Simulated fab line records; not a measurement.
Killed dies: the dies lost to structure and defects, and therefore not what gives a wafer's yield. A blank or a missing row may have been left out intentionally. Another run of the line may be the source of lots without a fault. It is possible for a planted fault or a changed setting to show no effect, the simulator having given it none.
Matching of chambers	flow n5-finfet	4 sister chambers for N5_BEOL_M0_SAQP_MANDREL_ETCH_20 on rie-si-06
The step etches a-Si in HBr/Cl2, stops on SiNx, target depth 60 nm, bt time 10 s, time 30 s. 4 wafers are shown with their chamber, then 8 later ones without.

== EACH WAFER AND ITS CHAMBER ==
wafer	chamber	drypump-motor-current-A (A)
L598.1	0	6.0
L598.4	2	5.7
L599.5	3	5.5
L601.1	1	6.3

== WAFERS MISSING THEIR CHAMBER ==
wafer	drypump-motor-current-A (A)
L601.2	5.5
L601.5	5.5
L602.1	5.5
L602.2	6.3
L602.6	6.3
L603.1	5.9
L603.3	5.6
L603.5	5.5

== CHAMBER TAKEN BY EACH ==
wafer	from the rows above	in truth
L601.2	3	3
L601.5	3	3
L602.1	3	3
L602.2	1	1
L602.6	1	1
L603.1	0	0
L603.3	can't be placed: 3 or 2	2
L603.5	3	3
7 of 8 placed correctly. Can't be placed from these rows: 1 (the true chamber is among the candidates in 1). Wrongly placed: 0.
How it was worked out, from the rows above alone: a wafer's distance from a chamber is the root of the sum, over the readings, of the square of ((its reading less the chamber's mean) divided by the reading's scatter). If the next closest chamber is less than 2 further off than the closest, the wafer can't be placed; otherwise it belongs to the closest. Each chamber's mean is taken over the wafers shown for it. The scatter: root of mean squared gap, hidden wafer to nearest shown wafer, with one shown wafer a chamber.
